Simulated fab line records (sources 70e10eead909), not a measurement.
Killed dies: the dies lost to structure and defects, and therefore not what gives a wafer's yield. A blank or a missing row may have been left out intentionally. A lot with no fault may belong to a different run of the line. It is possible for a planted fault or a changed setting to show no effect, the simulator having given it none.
Which tool is to blame? -- flow nandHarc -- Sampling: 23 lots, 69 wafers, 6 of 1302 route steps

## WHAT THE GAUGES SHOWED, per wafer
NHARC_P_GATE_INSPECT_68. Usual: rawDefectCount 196, standard deviation 63.
lot,measured,on,rawDefectCount,flag
L074,day 5 16:40,defectInspect-01,235 124 194,
L075,day 5 23:21,defectInspect-01,136 99 141,
L076,day 7 01:28,defectInspect-02,215 179 203,
L077,day 7 00:38,defectInspect-01,208 123 235,
L078,day 7 14:28,defectInspect-02,110 109 137,
L079,day 7 23:01,defectInspect-02,386 187 236,
L080,day 8 04:38,defectInspect-02,250 285 234,
L081,day 8 22:22,defectInspect-01,188 96 165,
L082,day 8 23:08,defectInspect-02,229 198 134,
L083,day 9 12:11,defectInspect-02,120 172 293,
L084,day 9 23:10,defectInspect-01,169 174 102,
L085,day 10 07:25,defectInspect-01,145 197 182,
L086,day 10 19:44,defectInspect-01,192 123 134,
L087,day 11 06:24,defectInspect-02,106 230 177,
L088,day 11 20:19,defectInspect-02,163 208 332,
L089,day 12 07:35,defectInspect-02,326 255 234,
L090,day 12 21:02,defectInspect-02,215 290 150,
L092,day 13 05:51,defectInspect-02,281 265 256,
L093,day 13 18:08,defectInspect-01,268 287 260,
L094,day 13 22:49,defectInspect-01,129 204 152,
L095,day 14 22:44,defectInspect-02,232 105 165,
L096,day 15 02:14,defectInspect-01,328 213 204,
L097,day 15 05:51,defectInspect-02,268 188 153,

## EACH LOT AND THE TOOL THAT RAN IT (in order: tool; ch and the chambers of the sampled wafers; start)
lot,NHARC_P_STI_ETCH_15,NHARC_P_GATE_ETCH_114,NHARC_P_GATE_ALD_36,NHARC_P_GATE_ETCHBACK_37,NHARC_P_GATE_STRIP_111
L074,"rieSi-05 ch 0,1,2, day 2 19:49","rieDiel-06 ch 1,2,3, day 5 00:34 or earlier","aldSin-04 ch 0,3, day 5 00:34","rieDiel-06 ch 0,2,3, day 5 10:37 or earlier","plasmaAsher-01 ch 0,1, day 5 10:37"
L075,"rieSi-04 ch 0,1,2, day 3 04:34","rieDiel-05 ch 0,1,2, day 5 06:26 or earlier","aldSin-03 ch 1,2,3, day 5 06:26","rieDiel-05 ch 1,2,3, day 5 17:31 or earlier","plasmaAsher-02 ch 0,1, day 5 17:31"
L076,"rieSi-05 ch 1,2,3, day 3 16:14","rieDiel-06 ch 1,2,3, day 6 08:19 or earlier","aldSin-04 ch 0,1, day 6 08:19","rieDiel-05 ch 0,2,3, day 6 19:25 or earlier","plasmaAsher-02 ch 0,1, day 6 19:25"
L077,"rieSi-05 ch 0,2,3, day 4 02:44","rieDiel-06 ch 0,1,3, day 6 07:38 or earlier","aldSin-01 ch 1,2,3, day 6 07:38","rieDiel-05 ch 1,2,3, day 6 18:38 or earlier","plasmaAsher-01 ch 0,1, day 6 18:38"
L078,"rieSi-04 ch 0,3, day 4 12:49","rieDiel-06 ch 2,3, day 6 21:27 or earlier","aldSin-03 ch 0,2,3, day 6 21:27","rieDiel-06 ch 1,2,3, day 7 08:25 or earlier","plasmaAsher-01 ch 1, day 7 08:25"
L079,"rieSi-05 ch 0,1,3, day 4 22:32","rieDiel-06 ch 0,1, day 7 09:07 or earlier","aldSin-01 ch 1,2,3, day 7 09:07","rieDiel-06 ch 0,1,3, day 7 17:18 or earlier","plasmaAsher-02 ch 0,1, day 7 17:18"
L080,"rieSi-03 ch 0,3, day 5 09:08","rieDiel-06 ch 0,2,3, day 7 13:49 or earlier","aldSin-04 ch 1,2,3, day 7 13:49","rieDiel-06 ch 0,1,3, day 7 22:46 or earlier","plasmaAsher-02 ch 1, day 7 22:46"
L081,"rieSi-03 ch 0,3, day 5 21:08","rieDiel-05 ch 1,2, day 8 05:29 or earlier","aldSin-03 ch 1,2, day 8 05:29","rieDiel-06 ch 0,1,2, day 8 16:40 or earlier","plasmaAsher-01 ch 0,1, day 8 16:40"
L082,"rieSi-03 ch 1,2,3, day 6 05:05","rieDiel-06 ch 1,3, day 8 06:59 or earlier","aldSin-01 ch 0,2,3, day 8 06:59","rieDiel-02 ch 0,3, day 8 16:57 or earlier","plasmaAsher-02 ch 0,1, day 8 16:57"
L083,"rieSi-03 ch 0,2,3, day 6 12:51","rieDiel-02 ch 0,1, day 8 21:13 or earlier","aldSin-04 ch 0,2,3, day 8 21:13","rieDiel-02 ch 1,2,3, day 9 06:12 or earlier","plasmaAsher-02 ch 0,1, day 9 06:12"
L084,"rieSi-03 ch 0,1,2, day 7 01:25","rieDiel-06 ch 0,1,3, day 9 06:02 or earlier","aldSin-03 ch 2,3, day 9 06:02","rieDiel-06 ch 0,1,2, day 9 17:15 or earlier","plasmaAsher-01 ch 0,1, day 9 17:15"
L085,"rieSi-03 ch 1,2, day 7 09:34","rieDiel-06 ch 1,2,3, day 9 17:26 or earlier","aldSin-01 ch 0,1,3, day 9 17:26","rieDiel-02 ch 2,3, day 10 01:30 or earlier","plasmaAsher-02 ch 0,1, day 10 01:30"
L086,"rieSi-03 ch 0,2,3, day 7 19:34","rieDiel-05 ch 0,1,2, day 10 02:43 or earlier","aldSin-04 ch 0,2, day 10 02:43","rieDiel-06 ch 0,3, day 10 13:43 or earlier","plasmaAsher-02 ch 1, day 10 13:43"
L087,"rieSi-04 ch 1,2,3, day 8 06:13","rieDiel-05 ch 2,3, day 10 14:21 or earlier","aldSin-03 ch 2,3, day 10 14:21","rieDiel-06 ch 1,2,3, day 11 00:25 or earlier","plasmaAsher-02 ch 0,1, day 11 00:25"
L088,"rieSi-05 ch 0,1,2, day 8 20:01","rieDiel-05 ch 0,1,3, day 11 06:37 or earlier","aldSin-01 ch 0,1,3, day 11 06:37","rieDiel-05 ch 0,3, day 11 14:30 or earlier","plasmaAsher-01 ch 0,1, day 11 14:30"
L089,"rieSi-03 ch 0,2,3, day 9 02:02","rieDiel-06 ch 2,3, day 11 17:59 or earlier","aldSin-03 ch 1,2,3, day 11 17:59","rieDiel-06 ch 0,2,3, day 12 01:49 or earlier","plasmaAsher-01 ch 0,1, day 12 01:49"
L090,"rieSi-03 ch 0,2,3, day 9 13:17","rieDiel-06 ch 0,2,3, day 12 04:55 or earlier","aldSin-04 ch 1,3, day 12 04:55","rieDiel-05 ch 1,2,3, day 12 15:02 or earlier","plasmaAsher-01 ch 0,1, day 12 15:02"
L092,"rieSi-05 ch 0,1, day 10 07:27","rieDiel-06 ch 0,1,3, day 12 16:06 or earlier","aldSin-03 ch 0,1,3, day 12 16:06","rieDiel-05 ch 0,1,2, day 13 00:05 or earlier","plasmaAsher-01 ch 0,1, day 13 00:05"
L093,"rieSi-04 ch 1,2,3, day 10 18:49","rieDiel-05 ch 2,3, day 13 00:58 or earlier","aldSin-04 ch 0,3, day 13 00:58","rieDiel-05 ch 2,3, day 13 12:08 or earlier","plasmaAsher-02 ch 0,1, day 13 12:08"
L094,"rieSi-05 ch 2,3, day 11 03:52","rieDiel-05 ch 1,3, day 13 08:08 or earlier","aldSin-01 ch 0,2,3, day 13 08:08","rieDiel-05 ch 0,1,3, day 13 17:00 or earlier","plasmaAsher-01 ch 1, day 13 17:00"
L095,"rieSi-03 ch 0,3, day 11 18:11","rieDiel-06 ch 0,1,2, day 14 05:52 or earlier","aldSin-03 ch 0,3, day 14 05:52","rieDiel-05 ch 0,1,2, day 14 16:54 or earlier","plasmaAsher-01 ch 0,1, day 14 16:54"
L096,"rieSi-05 ch 2,3, day 12 01:17","rieDiel-02 ch 1,2,3, day 14 09:59 or earlier","aldSin-04 ch 1,2,3, day 14 09:59","rieDiel-02 ch 1,2,3, day 14 20:04 or earlier","plasmaAsher-01 ch 1, day 14 20:04"
L097,"rieSi-04 ch 1,2, day 12 09:32","rieDiel-05 ch 1,2,3, day 14 13:48 or earlier","aldSin-01 ch 0,2,3, day 14 13:48","rieDiel-05 ch 1,2,3, day 14 23:58 or earlier","plasmaAsher-01 ch 1, day 14 23:58"
- NHARC_P_STI_ETCH_15: etches the open film in HBr/Cl2, target depth 300 nm, time 100.1 s.
- NHARC_P_GATE_ETCH_114: etches the open film in CF4/O2, target depth 30 nm, overetch 3 nm, time 16.5 s.
- NHARC_P_GATE_ALD_36: deposits SiNx, target thk 20 nm, pulse time 60 s, ald cycles 223.
- NHARC_P_GATE_ETCHBACK_37: etches the open film in CHF3/O2, target depth 34.5 nm, time 17.2 s.
- NHARC_P_GATE_STRIP_111: strips in N2/H2, time 250 s.

## AS READ BY THE TOOLS THEMSELVES (means over the sampled wafers that have a number; for cases with no such wafer, the mark the record gives instead)
NHARC_P_STI_ETCH_15. Usual: drypumpMotorCurrentA 5.5 A, standard deviation 0.43; oesProductAu 1.002 a.u., standard deviation 0.0069; throttleValvePct 26.407 %, standard deviation 0.0093.
lot,tool,drypumpMotorCurrentA (A),oesProductAu (a.u.),throttleValvePct (%),flag
L074,rieSi-05,5.7,1.005,26.409,
L075,rieSi-04,5.3,1.000,26.405,
L076,rieSi-05,5.6,1.007,26.417,
L077,rieSi-05,5.8,1.011,26.406,
L078,rieSi-04,5.5,1.003,26.410,
L079,rieSi-05,5.3,0.999,26.395,
L080,rieSi-03,5.8,1.002,26.412,
L081,rieSi-03,5.5,0.996,26.408,
L082,rieSi-03,5.2,1.008,26.407,
L083,rieSi-03,5.4,1.014,26.413,
L084,rieSi-03,5.4,1.005,26.408,
L085,rieSi-03,5.1,0.995,26.414,
L086,rieSi-03,5.4,1.001,26.413,
L087,rieSi-04,5.4,1.002,26.402,
L088,rieSi-05,5.7,0.999,26.405,
L089,rieSi-03,5.4,0.998,26.395,
L090,rieSi-03,5.4,1.010,26.416,
L092,rieSi-05,5.4,1.008,26.410,
L093,rieSi-04,5.3,1.006,26.410,
L094,rieSi-05,6.1,0.996,26.410,
L095,rieSi-03,5.8,1.007,26.398,
L096,rieSi-05,6.1,0.999,26.412,
L097,rieSi-04,5.3,0.997,26.410,

NHARC_P_GATE_ETCH_114. Usual: drypumpMotorCurrentA is 6.0 A with standard deviation 0.54, mfcArSccm is 0.008 sccm with standard deviation 0.011, oes_o_777_au is 1.000 a.u. with standard deviation 0.0042, oesProductAu is 1.000 a.u. with standard deviation 0.0072, rfVppV is 197.4 V with standard deviation 1.4, showerheadPlenumPTorr is 1.32 Torr with standard deviation 0.055, and throttleValvePct is 13.397 % with standard deviation 0.0093.
lot,tool,drypumpMotorCurrentA (A),mfcArSccm (sccm),oes_o_777_au (a.u.),oesProductAu (a.u.),rfVppV (V),showerheadPlenumPTorr (Torr),throttleValvePct (%),flag
L074,rieDiel-06,6.3,0.013,1.004,0.999,196.6,1.30,13.403,
L075,rieDiel-05,5.3,0.001,1.001,1.003,197.1,1.32,13.396,
L076,rieDiel-06,6.3,0.013,0.999,0.998,197.4,1.30,13.400,
L077,rieDiel-06,6.1,0.013,1.002,0.994,197.6,1.34,13.397,
L078,rieDiel-06,6.6,0.009,1.002,0.989,195.3,1.26,13.394,
L079,rieDiel-06,5.8,0.009,0.998,1.000,197.7,1.38,13.409,
L080,rieDiel-06,6.3,0.009,0.999,0.996,197.6,1.30,13.396,
L081,rieDiel-05,5.6,0.000,0.998,1.012,198.1,1.35,13.399,
L082,rieDiel-06,6.3,0.022,0.999,0.999,196.9,1.30,13.402,
L083,rieDiel-02,5.6,0.015,1.002,0.998,198.0,1.37,13.399,
L084,rieDiel-06,6.1,0.013,0.997,0.997,197.6,1.34,13.390,
L085,rieDiel-06,6.3,0.013,1.001,0.995,196.5,1.29,13.392,
L086,rieDiel-05,5.4,0.001,1.005,1.002,196.6,1.32,13.393,
L087,rieDiel-05,6.2,0.000,1.000,0.997,197.9,1.33,13.397,
L088,rieDiel-05,5.7,0.001,0.996,0.993,197.9,1.30,13.404,
L089,rieDiel-06,6.6,0.009,1.002,0.999,196.1,1.25,13.382,
L090,rieDiel-06,6.3,0.009,1.003,1.006,196.8,1.30,13.399,
L092,rieDiel-06,6.1,0.013,0.996,1.000,197.9,1.34,13.401,
L093,rieDiel-05,6.2,0.000,1.002,0.996,197.1,1.33,13.403,
L094,rieDiel-05,6.3,0.000,1.000,0.990,196.9,1.30,13.401,
L095,rieDiel-06,6.1,0.004,0.999,1.006,198.0,1.33,13.395,
L096,rieDiel-02,6.0,0.019,1.004,1.005,197.7,1.35,13.395,
L097,rieDiel-05,5.9,0.000,1.003,1.005,197.4,1.32,13.388,

NHARC_P_GATE_ALD_36. Usual: heaterPowerW 837 W, standard deviation 61; precursorPulseHeightRel 1.001, standard deviation 0.021.
lot,tool,heaterPowerW (W),precursorPulseHeightRel,flag
L074,aldSin-04,776,0.999,
L075,aldSin-03,856,1.017,
L076,aldSin-04,797,1.011,
L077,aldSin-01,808,1.003,
L078,aldSin-03,904,0.988,
L079,aldSin-01,805,0.982,
L080,aldSin-04,845,1.002,
L081,aldSin-03,848,0.998,
L082,aldSin-01,821,1.009,
L083,aldSin-04,821,0.999,
L084,aldSin-03,819,0.988,
L085,aldSin-01,822,0.990,
L086,aldSin-04,794,0.994,
L087,aldSin-03,824,0.993,
L088,aldSin-01,813,1.010,
L089,aldSin-03,835,0.989,
L090,aldSin-04,804,1.007,
L092,aldSin-03,904,1.007,
L093,aldSin-04,795,1.003,
L094,aldSin-01,848,1.018,
L095,aldSin-03,888,1.011,
L096,aldSin-04,801,1.003,
L097,aldSin-01,841,1.013,

NHARC_P_GATE_ETCHBACK_37. Usual: drypumpMotorCurrentA 5.9 A, standard deviation 0.54; mfcArSccm 200.0 sccm, standard deviation 0.63; oesProductAu 0.942 a.u., standard deviation 0.026; rfVppV 370.4 V, standard deviation 2.2; showerheadPlenumPTorr 2.39 Torr, standard deviation 0.093; throttleValvePct 20.572 %, standard deviation 0.0092.
lot,tool,drypumpMotorCurrentA (A),mfcArSccm (sccm),oesProductAu (a.u.),rfVppV (V),showerheadPlenumPTorr (Torr),throttleValvePct (%),flag
L074,rieDiel-06,6.3,200.0,0.943,368.4,2.34,20.571,
L075,rieDiel-05,6.0,200.3,0.923,370.2,2.39,20.575,
L076,rieDiel-05,5.6,199.8,0.961,370.2,2.38,20.569,
L077,rieDiel-05,6.0,199.4,0.927,371.3,2.39,20.582,
L078,rieDiel-06,6.3,200.1,0.943,370.1,2.33,20.576,
L079,rieDiel-06,6.1,200.3,0.942,371.2,2.41,20.573,
L080,rieDiel-06,6.1,200.7,0.927,370.9,2.41,20.564,
L081,rieDiel-06,6.1,199.9,0.925,370.5,2.40,20.571,
L082,rieDiel-02,5.8,199.6,0.927,374.1,2.53,20.578,
L083,rieDiel-02,6.0,200.2,0.926,371.1,2.43,20.579,
L084,rieDiel-06,6.1,199.9,0.937,370.9,2.40,20.564,
L085,rieDiel-02,6.3,199.9,0.930,371.4,2.46,20.576,
L086,rieDiel-06,6.3,200.1,0.998,369.3,2.35,20.582,
L087,rieDiel-06,6.3,200.1,0.921,368.8,2.33,20.571,
L088,rieDiel-05,5.4,199.7,0.937,369.0,2.33,20.572,
L089,rieDiel-06,6.3,200.5,0.926,368.1,2.34,20.574,
L090,rieDiel-05,5.9,200.3,1.005,370.4,2.38,20.576,
L092,rieDiel-05,5.4,199.7,1.006,370.7,2.37,20.576,
L093,rieDiel-05,6.3,200.4,0.924,370.1,2.39,20.568,
L094,rieDiel-05,5.7,200.1,0.937,369.6,2.33,20.568,
L095,rieDiel-05,5.4,200.6,0.923,369.8,2.37,20.571,
L096,rieDiel-02,6.0,200.3,0.928,372.0,2.42,20.581,
L097,rieDiel-05,6.0,200.0,0.932,370.4,2.38,20.574,

NHARC_P_GATE_STRIP_111. Usual: drypumpMotorCurrentA 5.5 A, standard deviation 0.38; heaterPowerW 85.9 W, standard deviation 3; tempC 110.01 C, standard deviation 0.12.
lot,tool,drypumpMotorCurrentA (A),heaterPowerW (W),tempC (C),flag
L074,plasmaAsher-01,5.9,85.9,110.13,
L075,plasmaAsher-02,5.3,88.1,109.88,
L076,plasmaAsher-02,5.3,88.2,110.04,
L077,plasmaAsher-01,5.6,83.9,110.04,
L078,plasmaAsher-01,5.4,83.2,109.90,
L079,plasmaAsher-02,5.3,87.0,110.06,
L080,plasmaAsher-02,5.1,83.5,110.32,
L081,plasmaAsher-01,5.6,84.9,110.03,
L082,plasmaAsher-02,5.4,87.4,109.96,
L083,plasmaAsher-02,5.2,85.1,110.03,
L084,plasmaAsher-01,5.9,86.7,110.08,
L085,plasmaAsher-02,5.3,87.4,109.99,
L086,plasmaAsher-02,5.1,85.3,109.82,
L087,plasmaAsher-02,5.3,87.7,110.06,
L088,plasmaAsher-01,5.6,84.2,109.95,
L089,plasmaAsher-01,5.9,86.7,110.00,
L090,plasmaAsher-01,5.9,84.7,109.93,
L092,plasmaAsher-01,5.7,84.2,109.90,
L093,plasmaAsher-02,5.2,83.8,110.01,
L094,plasmaAsher-01,5.4,81.9,110.05,
L095,plasmaAsher-01,5.6,85.7,110.02,
L096,plasmaAsher-01,5.4,81.8,109.77,
L097,plasmaAsher-01,5.4,82.2,110.07,

## THE ANSWER, worked out from the rows above alone
Rule: a lot counts as off when the mean over its wafers that have a number is more than 3 standard deviations away from the usual mean. A lot without any number at a reading at which 4 lots or more have one is off too. Any other lot the step has rows for is counted as sound. After the gauges, taken in route order, come the tools' own readings; for these a lot's mean is taken, as printed above. The first step at which some lot is off is used, and at that step the reading that is off furthest; a lot without a number counts as furthest.
None of the lots is off at any reading shown; this tells nothing.

## WHAT WAS PUT IN BY THE SIMULATOR
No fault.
